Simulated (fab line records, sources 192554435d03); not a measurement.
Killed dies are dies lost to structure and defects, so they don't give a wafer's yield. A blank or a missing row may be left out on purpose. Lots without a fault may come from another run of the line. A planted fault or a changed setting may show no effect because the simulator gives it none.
fab line records | flow n5_finfet
record lots=5 wafers=15 last_day=17
route steps=1938 shown BEOL_M4@1099 BEOL_M5@1112 BEOL_M12@1643 PASSIVATION@1936
lots that met no fault: from a run of the same line without faults
start_h: hours from the record's first day to the start of the lot's first wafer shown | wait_h: hours since the lot's step before | " the same as in the row above | L1.1+2: a row that stands for several wafers | - no value, or no start given | * or withheld: withheld | < > ~ a bound
route shown NAME@n: a module of which the file shows steps, and the number in the route of the first | usual: mean/standard deviation of fault-free wafers | same: alike in all rows | chamber/n: place in a boat | sites: the reading at each site | _std_site: their standard deviation | _edge_site: outer sites' mean less inner sites' | radius_mm: how far each site lies from the wafer's centre | mask NAME#n: copy n | behind: the tool/chamber that last shaped the wafer | hold: why the lot was held/for how many hours/how that ended | device: the transistor (n, p or np) that didn't switch | end of line: the same wafers' tests at the end of the route | a step without rows: its recipe alone | killed: dies lost to structure and defects at the first sort, not the wafer's yield | map: a wafer's dies, x killed, . not, _ none there
set.NAME: the setting as run; set.NAME@STEP: as run at that earlier step | model.NAME: the simulator's own value behind a step, which no gauge read
lots at some steps of the route; a table a step, a row a wafer
services: from which hour (start_h, from the record's first day; less than 0 if before it) a tool's chamber was out of use, for how many hours, and why
## steps
# step N5_BEOL_M4_ANNEAL_95
# recipe temp_c=400 time_s=240 ambient=vacuum
# step N5_BEOL_M4_SPUTTER_96
# recipe material=Cu target_thk_a=45 temp_c=-20 chamber_pressure_pa=0.07 power_w=withheld time_s=8.29
# step N5_BEOL_M4_ECD_50
# recipe material=Cu target_thk_a=3000
# step N5_BEOL_M4_ANNEAL_51
# recipe temp_c=225 time_s=90 ambient=N2
# step N5_BEOL_M4_CMP_52
# recipe stop_on=SiOC t_overpolish_s=6.8 down_force_psi=1 platen_rpm=50 clearing_platen_down_force_psi=1.5 clearing_platen_rpm=50 post_cmp_clean=cu_alkaline target_thk_nm=40 clearing_platen_pad_velocity_m_s=0.99484 pad_velocity_m_s=0.99484
# step N5_BEOL_M4_PRE_CLEAN_60
# recipe gas=NH3/H2 time_s=15 temp_c=* rf_power_w=300
# step N5_BEOL_M4_CO_CAP_55
# recipe material=Co target_thk_a=20 temp_c=200 precursor=CCTBA/H2 pressure_torr=30 time_s=102.1
# step N5_BEOL_M4_PRE_CLEAN_56
# recipe gas=NH3 time_s=15 temp_c=withheld rf_power_w=300
# step N5_BEOL_M4_DEP_57
# recipe material=SiCN target_thk_a=80 temp_c=withheld precursor=3MS/NH3 pressure_torr=3 rf_w=202 time_s=14
# step N5_BEOL_M4_RC_MEAS_101
# usual DIBL_N=35.1/1.5 DIBL_P=35.2/2 IOFF_N=0.146/0.028 IOFF_P=0.20/0.036 ION_N=670/12 ION_P=462/8.2 SS_N=71.2/0.63 SS_P=73.1/0.7 VT_N=250/3.6 VT_P=-251/3.3
# columns lot.wafer tool chamber start_h wait_h DIBL_N[mV/V] DIBL_P[mV/V] IOFF_N[nA/um] IOFF_P[nA/um] ION_N[uA/um] ION_P[uA/um] SS_N[mV/dec] SS_P[mV/dec] VT_N[mV] VT_P[mV]
L395.2 prober-01 0 263.37 0.7 35.2 34.2 0.137 0.17 675 456 70.5 73.2 250 -252
L395.3 " 0 " " 34.6 33.7 0.135 0.17 669 455 70.3 72.8 252 -253
L395.6 " 0 " " 35.7 35.0 0.144 0.18 669 456 71.5 73.1 252 -253
L398.2 prober-02 0 263.80 0.8 34.0 35.1 0.135 0.22 669 473 70.8 73.5 251 -247
L398.3 " 0 " " 33.2 33.6 0.129 0.19 671 463 70.3 72.6 251 -250
L398.6 " 0 " " 33.9 35.1 0.145 0.21 673 469 71.0 73.5 249 -247
L397.1 prober-02 0 267.76 0.0 35.2 35.8 0.147 0.18 672 464 71.0 72.5 250 -253
L397.2 " 0 " " 33.3 33.6 0.116 0.15 669 459 70.2 71.8 255 -254
L397.4 " 0 " " 33.8 34.2 0.122 0.16 667 462 70.7 72.6 254 -253
L399.1 prober-01 0 270.69 0.0 34.3 34.7 0.122 0.17 665 461 71.1 72.9 255 -254
L399.3 " 0 " " 35.1 35.5 0.127 0.18 654 453 71.3 73.6 253 -253
L399.5 " 0 " " 36.5 37.2 0.155 0.20 676 465 71.5 72.6 248 -252
L401.2 prober-02 0 291.62 0.2 34.7 34.6 0.154 0.25 664 469 71.1 73.0 247 -246
L401.3 " 0 " " 36.2 35.7 0.184 0.26 687 474 71.8 73.4 243 -245
L401.6 " 0 " " 33.8 33.2 0.136 0.20 674 471 70.7 73.0 248 -248
# step N5_BEOL_M5_ILD_DEP_00
# recipe material=SiCOH_lowk target_thk_a=1406.4 temp_c=300 precursor=DEMS/porogen pressure_torr=5 rf_w=500 time_s=25.9
# step N5_BEOL_M5_CURE_79
# recipe temp_c=385 time_s=240 ambient=He/Ar material=SiCOH_lowk
# step N5_BEOL_M5_PECVD_70
# recipe material=SiO2 target_thk_a=160 temp_c=400 precursor=TEOS/O2 pressure_torr=5.5 rf_w=450 teos_flow_sccm=53.8 gas=O2 flow_sccm=3000 time_s=18
# step N5_BEOL_M5_HM_DEP_02
# recipe material=TiN target_thk_a=200 temp_c=25 chamber_pressure_pa=0.49996
# step N5_BEOL_M5_COAT_59
# recipe resist=SOC temp_c=250 time_s=60 spin_rpm=1500 resist_thk_nm=60
# step N5_BEOL_M5_COAT_60
# recipe resist=SiARC temp_c=220 time_s=60 spin_rpm=1500 resist_thk_nm=12
# step N5_BEOL_M5_COAT_71
# recipe resist=underlayer temp_c=205 time_s=60 spin_rpm=1500 resist_thk_nm=5
# step N5_BEOL_M5_COAT_05
# recipe resist=CAR-EUV spin_rpm=1500 resist_thk_nm=30
# step N5_BEOL_M5_EBR_07
# recipe solvent=PGMEA ebr_width_mm=1.5
# step N5_BEOL_M5_SOFTBAKE_06
# recipe temp_c=110 time_s=60 resist=CAR-EUV
# step N5_BEOL_M5_EXPOSE_08
# recipe mask_id=M5 na=0.33 source_shape=annular sigma_inner=0.4 sigma_outer=0.8 polarization=unpolarized target_cd_nm=28 dose_mj=35.75
# step N5_BEOL_M5_PEB_09
# recipe peb_temp_c=100 peb_time_s=60 resist=CAR-EUV
# step N5_BEOL_M5_DEVELOP_10
# recipe develop_time_s=30 developer=TMAH resist=CAR-EUV rinse_liquid=surfactant_rinse dry=air_spin dev_temp_c=23
# step N5_BEOL_M5_DESCUM_16
# recipe chemistry=O2 time_s=7 source_power_w=50 bias_power_w=20 pressure_mtorr=20 rf_frequency_hz=2.712e+07 temp_c=40 resist=CAR-EUV o2_flow_sccm=225
# step N5_BEOL_M5_ETCH_72
# recipe chemistry=N2/H2 target=underlayer target_depth_a=65 mask_material=CAR-EUV time_s=5.2 ion_energy_ev=200 pressure_mtorr=30 source_w=840 bias_w=150 n2_flow_sccm=200 h2_flow_sccm=200 ends=cleared
# step N5_BEOL_M5_ETCH_61
# recipe chemistry=CF4 target=SiARC target_depth_a=156 mask_material=CAR-EUV time_s=26 ion_energy_ev=80 pressure_mtorr=40 source_w=545 bias_w=36 Ar_flow_sccm=100 cf4_flow_sccm=100 ends=cleared
# step N5_BEOL_M5_ETCH_62
# recipe chemistry=N2/H2 target=SOC target_depth_a=750 overetch_a=150 mask_material=SiARC temp_c=40 time_s=112.5 ion_energy_ev=200 pressure_mtorr=30 source_w=840 bias_w=150 n2_flow_sccm=200 h2_flow_sccm=200
# step N5_BEOL_M5_STRIP_63
# recipe chemistry=N2/H2 temp_c=40 n2_flow_sccm=200 h2_flow_sccm=200 rf_frequency_hz=6e+07
# step N5_BEOL_M5_STRIP_73
# recipe chemistry=N2/H2 temp_c=40 n2_flow_sccm=200 h2_flow_sccm=200 rf_frequency_hz=6e+07
# step N5_BEOL_M5_STRIP_64
# recipe chemistry=CF4 resist=SiARC power_w=300 bias_power_w=75 pressure_mtorr=50 cf4_flow_sccm=150 rf_frequency_hz=6e+07
# step N5_BEOL_M5_HM_OPEN_17
# recipe chemistry=Cl2/BCl3 target_depth_a=200 overetch_a=60 target=TiN mask_material=SOC ion_energy_ev=150 pressure_mtorr=10 icp_w=1000 bias_w=126 Cl2_flow_sccm=53.25 bcl3_flow_sccm=21.75 Ar_flow_sccm=25
# step N5_BEOL_M5_STRIP_19
# recipe chemistry=O2 power_w=400 temp_c=40 pressure_mtorr=30 rf_frequency_hz=6e+07 bias_power_w=0 overash_fraction=0.2 o2_flow_sccm=225
# step N5_BEOL_M5_COAT_65
# recipe resist=SOC temp_c=250 time_s=60 spin_rpm=1500 resist_thk_nm=60
# step N5_BEOL_M5_COAT_66
# recipe resist=SiARC temp_c=220 time_s=60 spin_rpm=1500 resist_thk_nm=12
# step N5_BEOL_M12_ETCH_38
# recipe chemistry=CF4/N2 target=SiCN target_depth_a=687 taper_deg=2 time_s=73.4 ion_energy_ev=150 mask_material=SiO2 pressure_mtorr=40 source_w=430 bias_w=70 Ar_flow_sccm=100 cf4_flow_sccm=60 n2_flow_sccm=60
# usual bias_w=69.99/0.2 cf4_flow_sccm=59.97/0.2 chamber_pressure_mTorr=40.00/0.035 drypump_motor_current_A=5.7/0.39 oes_product_au=0.82/0.061 rf_vpp_V=381.7/1.9 showerhead_plenum_p_Torr=2.18/0.075 throttle_valve_pct=15.43/0.16
# columns lot.wafer tool chamber start_h wait_h bias_w cf4_flow_sccm chamber_pressure_mTorr drypump_motor_current_A oes_product_au rf_hours_counter_h rf_vpp_V showerhead_plenum_p_Torr throttle_valve_pct model.SiOC_of_BEOL_M12_ILD_DEP_00.thk_nm
L395.2 rie_diel-02 1 331.82 - - - - - - - - - - 657.4
L395.3 " 3 " " - - - - - - - - - 670.2
L395.6 " 3 " " - - - - - - - - - 668.6
L397.1 rie_diel-02 2 331.99 - - - - - - - - - - 652.6
L397.2 " 0 " " - - - - - - - - - 649
L397.4 " 1 " " - - - - - - - - - 653.6
L398.2 rie_diel-04 0 334.52 - - - - - - - - - - 651.2
L398.3 " 3 " " - - - - - - - - - 660.2
L398.6 " 0 " " - - - - - - - - - 667
L399.1 rie_diel-02 3 343.56 - 70.30 59.77 40.07 5.5 0.86 51 385.2 2.34 15.26 600.2
L399.3 " 0 " " 70.24 60.16 40.07 5.6 0.83 65 382.5 2.23 15.28 610.6
L399.5 " 0 " " 69.92 59.94 40.00 5.6 0.84 - 383.5 2.23 15.29 620.2
L401.2 rie_diel-02 2 362.15 - 69.83 59.95 40.01 5.5 0.79 128 380.2 2.13 15.53 605.8
L401.3 " 3 " " 70.13 60.35 39.98 5.6 0.85 60 385.9 2.34 15.28 612.2
L401.6 " 2 " " 70.12 60.04 39.97 5.5 0.78 - 381.2 2.13 15.54 614
# step N5_BEOL_M12_CMP_49
# recipe stop_on=SiOC t_overpolish_s=20.6 down_force_psi=1 platen_rpm=50 clearing_platen_down_force_psi=1.5 clearing_platen_rpm=50 post_cmp_clean=cu_alkaline target_thk_nm=320 clearing_platen_pad_velocity_m_s=0.99484 pad_velocity_m_s=0.99484
# usual clearing_platen_rpm=50.001/0.024 motor_current_A=5.7/0.52
# columns lot.wafer tool chamber start_h wait_h clearing_platen_rpm motor_current_A model.SiOC_of_BEOL_M12_ILD_DEP_00.thk_nm
L395.3 cmp-01 1 333.09 0.2 49.981 5.2 660.2
L395.2 " 2 " " 50.039 5.3 647.4
L395.6 " 3 " " 49.965 6.1 658.6
L397.4 cmp-02 0 333.15 0.1 50.002 6.1 643.6
L397.2 " 1 " " 49.985 5.6 639
L397.1 " 3 " " 50.021 5.5 642.6
L398.3 cmp-03 2 335.87 0.2 49.963 6.1 650.2
L398.2 " 3 " " 50.001 5.7 641.2
L398.6 " 2 " " 49.989 6.2 657
L399.3 cmp-03 1 345.21 0.2 49.992 5.1 600.6
L399.1 " 2 " " 49.984 6.3 590.2
L399.5 " 2 " " 50.000 5.8 610.2
L401.2 cmp-02 0 364.01 0.2 50.004 6.3 595.8
L401.3 " 2 " " 49.997 6.7 602.2
L401.6 " 1 " " 50.081 5.4 604
# step N5_PASSIVATION_PROBE_49
# usual defect_limited_yield=91.4/1.4 killed_at_M0_to_M3=32/10 killed_at_M4_up=13/5.6 killed_at_contacts=13/6.6 killed_at_front_end=39/13 killed_at_other=3.4/2.8 killed_dies=101/17 killed_on_rim=14/4.5 killed_open=66/13 killed_short=33/7 sort_bin_5_function=5.0/0.93 sort_bin_6_memory=3.2/0.65 sort_n_pass=1078/17 sort_yield_pct=91.4/1.4
# same gross_dies=1180 killed_at_back_side=0 sort_bin_4_leakage[%]=0 sort_bin_8_speed[%]=0
# columns lot.wafer tool chamber start_h wait_h defect_limited_yield[%] killed_at_M0_to_M3 killed_at_M4_up killed_at_contacts killed_at_front_end killed_at_other killed_dies killed_on_rim killed_open killed_short sort_bin_5_function[%] sort_bin_6_memory[%] sort_n_pass sort_yield_pct[%]
L397.1 prober-01 - 365.05 0.0 0 27 1115 7 27 4 1180 152 51 20 97.3 2.4 0 0
L397.2 prober-01 - 365.10 0.1 0 42 1092 14 27 5 1180 152 60 36 96.8 2.9 0 0
L397.4 prober-01 - 365.20 0.2 0 44 1103 1 27 5 1180 152 43 41 96.6 3.2 0 0
L395.2 prober-02 - 374.16 0.1 0 50 1081 4 42 3 1180 152 74 42 95.0 4.7 0 0
L395.3 prober-02 - 374.21 0.1 0 56 1062 9 50 3 1180 152 89 41 95.2 4.2 0 0
L395.6 prober-02 - 374.36 0.3 0 44 1082 9 44 1 1180 152 80 35 95.8 4.0 0 0
L398.2 prober-01 - 374.58 0.1 0 30 1105 20 23 2 1180 152 60 25 97.4 2.4 0 0
L398.3 prober-01 - 374.63 0.1 0 20 1102 17 30 11 1180 152 56 37 95.9 3.6 0 0
L398.6 prober-01 - 374.78 0.3 0 28 1107 11 30 4 1180 152 60 29 97.3 2.5 0 0
L399.1 prober-02 - 378.08 0.0 91.2 39 6 12 39 8 104 9 69 29 4.4 3.7 1076 91.2
L399.3 prober-02 - 378.18 0.1 92.5 31 22 11 23 2 89 15 49 36 4.8 2.4 1091 92.5
L399.5 prober-02 - 378.28 0.2 92.6 45 12 5 25 0 87 12 59 26 3.9 3.2 1093 92.6
L401.2 prober-01 - 395.78 0.1 91.3 47 7 18 28 3 103 10 72 31 5.5 2.9 1077 91.3
L401.3 prober-01 - 395.83 0.1 91.4 28 9 13 47 4 101 15 62 39 5.8 2.5 1079 91.4
L401.6 prober-01 - 395.98 0.3 92.5 29 10 11 36 3 89 5 64 23 4.2 3.1 1091 92.5
# killed by level:class
L397.1 BEOL_M12:area_etch=1109 BEOL_M0_SAQP:geometric_particle:open=10 BEOL_M2:geometric_particle:open=6 STI_FIN_REVEAL:geometric_particle:open=5 BEOL_M0_SAQP:geometric_particle:short=5 MOL_CONTACT_COAG:geometric_particle:open=4 STARTING-WAFER:geometric_particle:open=4 DUMMY_GATE:geometric_particle:open=3
L397.2 BEOL_M12:area_etch=1084 BEOL_M0_SAQP:geometric_particle:short=13 MOL_CONTACT_COAG:geometric_particle:open=12 FIN_SAQP:geometric_particle:open=10 BEOL_M0_SAQP:geometric_particle:open=9 BEOL_M2:geometric_particle:open=7 FIN_SAQP:geometric_particle:short=6 BEOL_M2:geometric_particle:short=5
L397.4 BEOL_M12:area_etch=1096 BEOL_M0_SAQP:geometric_particle:short=15 BEOL_M0_SAQP:geometric_particle:open=10 FIN_SAQP:geometric_particle:short=9 BEOL_M2:geometric_particle:open=9 BEOL_M2:geometric_particle:short=6 BEOL_M4:geometric_particle:open=6 FIN_SAQP:geometric_particle:open=5
L395.2 BEOL_M12:area_etch=1064 BEOL_M2:geometric_particle:open=13 FIN_SAQP:geometric_particle:open=12 BEOL_M0_SAQP:geometric_particle:short=12 BEOL_M4:geometric_particle:open=12 BEOL_M0_SAQP:geometric_particle:open=11 BEOL_M1:geometric_particle:open=9 FIN_SAQP:geometric_particle:short=7
L395.3 BEOL_M12:area_etch=1049 BEOL_M0_SAQP:geometric_particle:open=27 FIN_SAQP:geometric_particle:short=12 BEOL_M0_SAQP:geometric_particle:short=11 STI_FIN_REVEAL:geometric_particle:open=11 FIN_SAQP:geometric_particle:open=10 MOL_CONTACT_COAG:geometric_particle:open=8 BEOL_M1:geometric_particle:open=7
L395.6 BEOL_M12:area_etch=1065 BEOL_M0_SAQP:geometric_particle:open=17 FIN_SAQP:geometric_particle:short=13 BEOL_M0_SAQP:geometric_particle:short=12 MOL_CONTACT_COAG:geometric_particle:open=9 BEOL_M2:geometric_particle:open=9 BEOL_M4:geometric_particle:open=8 STI_FIN_REVEAL:geometric_particle:open=7
L398.2 BEOL_M12:area_etch=1090 MOL_CONTACT_COAG:geometric_particle:open=17 STI_FIN_REVEAL:geometric_particle:open=10 BEOL_M3:geometric_particle:open=6 BEOL_M4:geometric_particle:open=6 BEOL_M0_SAQP:geometric_particle:short=5 BEOL_M2:geometric_particle:open=5 DUMMY_GATE:geometric_particle:open=4
L398.3 BEOL_M12:area_etch=1085 MOL_CONTACT_COAG:geometric_particle:open=12 GATE_CUT:geometric_particle:short=6 BEOL_M4:geometric_particle:open=6 MOL_CONTACT_COAG:geometric_particle:short=5 BEOL_M0_SAQP:geometric_particle:short=5 BEOL_M3:geometric_particle:open=5 GATE_CUT:geometric_particle:open=4
L398.6 BEOL_M12:area_etch=1091 MOL_CONTACT_COAG:geometric_particle:open=9 STI_FIN_REVEAL:geometric_particle:open=8 BEOL_M2:geometric_particle:open=8 BEOL_M0_SAQP:geometric_particle:short=7 FIN_SAQP:geometric_particle:open=5 BEOL_M0_SAQP:geometric_particle:open=5 BEOL_M6:geometric_particle:open=4
L399.1 BEOL_M0_SAQP:geometric_particle:open=13 MOL_CONTACT_COAG:geometric_particle:open=11 GATE_CUT:geometric_particle:open=7 BEOL_M0_SAQP:geometric_particle:short=7 STI_FIN_REVEAL:geometric_particle:open=6 BEOL_M3:geometric_particle:open=6 FIN_SAQP:geometric_particle:open=5 GATE_CUT:geometric_particle:short=5
L399.3 GATE_CUT:geometric_particle:short=10 MOL_CONTACT_COAG:geometric_particle:open=9 BEOL_M0_SAQP:geometric_particle:short=9 BEOL_M0_SAQP:geometric_particle:open=7 BEOL_M3:geometric_particle:open=6 BEOL_M5:geometric_particle:open=6 BEOL_M0:geometric_particle:open=5 FIN_SAQP:geometric_particle:short=4
L399.5 BEOL_M0_SAQP:geometric_particle:open=11 BEOL_M0_SAQP:geometric_particle:short=9 BEOL_M2:geometric_particle:open=8 DUMMY_GATE:geometric_particle:open=6 MOL_CONTACT_COAG:geometric_particle:open=5 BEOL_M3:geometric_particle:open=5 FIN_SAQP:geometric_particle:open=4 BEOL_M1:geometric_particle:short=4
L401.2 BEOL_M0_SAQP:geometric_particle:open=16 BEOL_M0_SAQP:geometric_particle:short=15 MOL_CONTACT_COAG:geometric_particle:open=13 STI_FIN_REVEAL:geometric_particle:open=9 STARTING-WAFER:geometric_particle:open=7 MOL_CONTACT_COAG:geometric_particle:short=5 BEOL_M2:geometric_particle:open=5 BEOL_M3:geometric_particle:open=5
L401.3 DUMMY_GATE:geometric_particle:open=17 MOL_CONTACT_COAG:geometric_particle:open=8 BEOL_M0_SAQP:geometric_particle:short=8 BEOL_M0_SAQP:geometric_particle:open=6 MOL_CONTACT_COAG:geometric_particle:short=5 BEOL_M2:geometric_particle:open=5 STARTING-WAFER:geometric_particle:open=5 FIN_SAQP:geometric_particle:open=4
L401.6 STI_FIN_REVEAL:geometric_particle:open=9 FIN_SAQP:geometric_particle:open=8 MOL_CONTACT_COAG:geometric_particle:open=8 DUMMY_GATE:geometric_particle:open=5 BEOL_M0_SAQP:geometric_particle:short=5 BEOL_M0:geometric_particle:open=5 FIN_SAQP:geometric_particle:short=4 BEOL_M0_SAQP:geometric_particle:open=4
# map L395.2 (x killed, . not)
_________________xxxxxxxxxxxx________________
______________xxxxxxxxxxxxxxxxxx_____________
___________xxxxxxxxxxxxxxxxxxxxxxxx__________
__________xxxxxxxxxxxxxxxxxxxxxxxxxx_________
________xxxxxxxxxxxxxxxxxxxxxxxxxxxxxx_______
_______xxxxxxxxxxxxxxxxxxxxxxxxxxxxxxxx______
______xxxxxxxxxxxxxxxxxxxxxxxxxxxxxxxxxx_____
_____xxxxxxxxxxxxxxxxxxxxxxxxxxxxxxxxxxxx____
____xxxxxxxxxxxxxxxxxxxxxxxxxxxxxxxxxxxxxx___
___xxxxxxxxxxxxxxxxxxxxxxxxxxxxxxxxxxxxxxxx__
___xxxxxxxxxxxxxxxxxxxxxxxxxxxxxxxxxxxxxxxx__
__xxxxxxxxxxxxxxxxxxxxxxxxxxxxxxxxxxxxxxxxxx_
__xxxxxxxxxxxxxxxxxxxxxxxxxxxxxxxxxxxxxxxxxx_
_xxxxxxxxxxxxxxxxxxxxxxxxxxxxxxxxxxxxxxxxxxxx
_xxxxxxxxxxxxxxxxxxxxxxxxxxxxxxxxxxxxxxxxxxxx
_xxxxxxxxxxxxxxxxxxxxxxxxxxxxxxxxxxxxxxxxxxxx
_xxxxxxxxxxxxxxxxxxxxxxxxxxxxxxxxxxxxxxxxxxxx
_xxxxxxxxxxxxxxxxxxxxxxxxxxxxxxxxxxxxxxxxxxxx
_xxxxxxxxxxxxxxxxxxxxxxxxxxxxxxxxxxxxxxxxxxxx
_xxxxxxxxxxxxxxxxxxxxxxxxxxxxxxxxxxxxxxxxxxxx
_xxxxxxxxxxxxxxxxxxxxxxxxxxxxxxxxxxxxxxxxxxxx
__xxxxxxxxxxxxxxxxxxxxxxxxxxxxxxxxxxxxxxxxxx_
__xxxxxxxxxxxxxxxxxxxxxxxxxxxxxxxxxxxxxxxxxx_
___xxxxxxxxxxxxxxxxxxxxxxxxxxxxxxxxxxxxxxxx__
___xxxxxxxxxxxxxxxxxxxxxxxxxxxxxxxxxxxxxxxx__
____xxxxxxxxxxxxxxxxxxxxxxxxxxxxxxxxxxxxxx___
_____xxxxxxxxxxxxxxxxxxxxxxxxxxxxxxxxxxxx____
______xxxxxxxxxxxxxxxxxxxxxxxxxxxxxxxxxx_____
_______xxxxxxxxxxxxxxxxxxxxxxxxxxxxxxxx______
________xxxxxxxxxxxxxxxxxxxxxxxxxxxxxx_______
__________xxxxxxxxxxxxxxxxxxxxxxxxxx_________
___________xxxxxxxxxxxxxxxxxxxxxxxx__________
______________xxxxxxxxxxxxxxxxxx_____________
_________________xxxxxxxxxxxx________________
# map L397.1 (x killed, . not)
_________________xxxxxxxxxxxx________________
______________xxxxxxxxxxxxxxxxxx_____________
___________xxxxxxxxxxxxxxxxxxxxxxxx__________
__________xxxxxxxxxxxxxxxxxxxxxxxxxx_________
________xxxxxxxxxxxxxxxxxxxxxxxxxxxxxx_______
_______xxxxxxxxxxxxxxxxxxxxxxxxxxxxxxxx______
______xxxxxxxxxxxxxxxxxxxxxxxxxxxxxxxxxx_____
_____xxxxxxxxxxxxxxxxxxxxxxxxxxxxxxxxxxxx____
____xxxxxxxxxxxxxxxxxxxxxxxxxxxxxxxxxxxxxx___
___xxxxxxxxxxxxxxxxxxxxxxxxxxxxxxxxxxxxxxxx__
___xxxxxxxxxxxxxxxxxxxxxxxxxxxxxxxxxxxxxxxx__
__xxxxxxxxxxxxxxxxxxxxxxxxxxxxxxxxxxxxxxxxxx_
__xxxxxxxxxxxxxxxxxxxxxxxxxxxxxxxxxxxxxxxxxx_
_xxxxxxxxxxxxxxxxxxxxxxxxxxxxxxxxxxxxxxxxxxxx
_xxxxxxxxxxxxxxxxxxxxxxxxxxxxxxxxxxxxxxxxxxxx
_xxxxxxxxxxxxxxxxxxxxxxxxxxxxxxxxxxxxxxxxxxxx
_xxxxxxxxxxxxxxxxxxxxxxxxxxxxxxxxxxxxxxxxxxxx
_xxxxxxxxxxxxxxxxxxxxxxxxxxxxxxxxxxxxxxxxxxxx
_xxxxxxxxxxxxxxxxxxxxxxxxxxxxxxxxxxxxxxxxxxxx
_xxxxxxxxxxxxxxxxxxxxxxxxxxxxxxxxxxxxxxxxxxxx
_xxxxxxxxxxxxxxxxxxxxxxxxxxxxxxxxxxxxxxxxxxxx
__xxxxxxxxxxxxxxxxxxxxxxxxxxxxxxxxxxxxxxxxxx_
__xxxxxxxxxxxxxxxxxxxxxxxxxxxxxxxxxxxxxxxxxx_
___xxxxxxxxxxxxxxxxxxxxxxxxxxxxxxxxxxxxxxxx__
___xxxxxxxxxxxxxxxxxxxxxxxxxxxxxxxxxxxxxxxx__
____xxxxxxxxxxxxxxxxxxxxxxxxxxxxxxxxxxxxxx___
_____xxxxxxxxxxxxxxxxxxxxxxxxxxxxxxxxxxxx____
______xxxxxxxxxxxxxxxxxxxxxxxxxxxxxxxxxx_____
_______xxxxxxxxxxxxxxxxxxxxxxxxxxxxxxxx______
________xxxxxxxxxxxxxxxxxxxxxxxxxxxxxx_______
__________xxxxxxxxxxxxxxxxxxxxxxxxxx_________
___________xxxxxxxxxxxxxxxxxxxxxxxx__________
______________xxxxxxxxxxxxxxxxxx_____________
_________________xxxxxxxxxxxx________________
## services
# columns tool chamber start_h hours kind
rie_diel-04 0 315.19 1.6 repair
rie_diel-02 - 322.39 0.2 repair
cmp-03 - 342.71 0.4 repair
cmp-03 - 343.59 0.2 repair
cmp-02 - 348.66 1.3 repair
cmp-01 - 349.49 4.0 pm
cmp-03 - 351.40 0.7 repair
rie_diel-02 1 352.68 16.7 repair
cmp-01 - 353.49 - consumable_replace:conditioner
cmp-01 - 353.49 - consumable_replace:pad
cmp-01 - 357.65 3.7 pm
cmp-02 - 359.74 1.0 repair
cmp-03 - 361.66 14.3 pm
## key
first_sign step=N5_BEOL_M12_ETCH_38 reading=tool_record direction=missing
effect step=N5_PASSIVATION_PROBE_49 reading=killed_at_M4_up direction=up sigmas=99+ usual=13 struck=1094
model_effect step=N5_BEOL_M12_ETCH_38 value=SiOC_of_BEOL_M12_ILD_DEP_00.thk_nm without=610 struck=658.9
model_effect step=N5_BEOL_M12_CMP_49 value=SiOC_of_BEOL_M12_ILD_DEP_00.thk_nm without=600 struck=648.9
more_kills_born_at N5_BEOL_M12_ETCH_38@rie_diel-02=6467 N5_BEOL_M12_ETCH_38@rie_diel-04=3266
met_at N5_BEOL_M12_ETCH_38
struck_wafers L395.2,L395.3,L395.6,L397.1,L397.2,L397.4,L398.2,L398.3,L398.6
later_rows_left_out L395.2,L395.3,L395.6,L397.1,L397.2,L397.4,L398.2,L398.3,L398.6
fault kind=skipped_step_whole tool=rie_diel-02,rie_diel-04 chamber=- onset_h=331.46 steps=N5_BEOL_M12_ETCH_38 scope=struck_lots_only
# later_rows_left_out: the simulator's readings of these wafers behind a module that went badly wrong aren't trusted and aren't shown, but for the sort
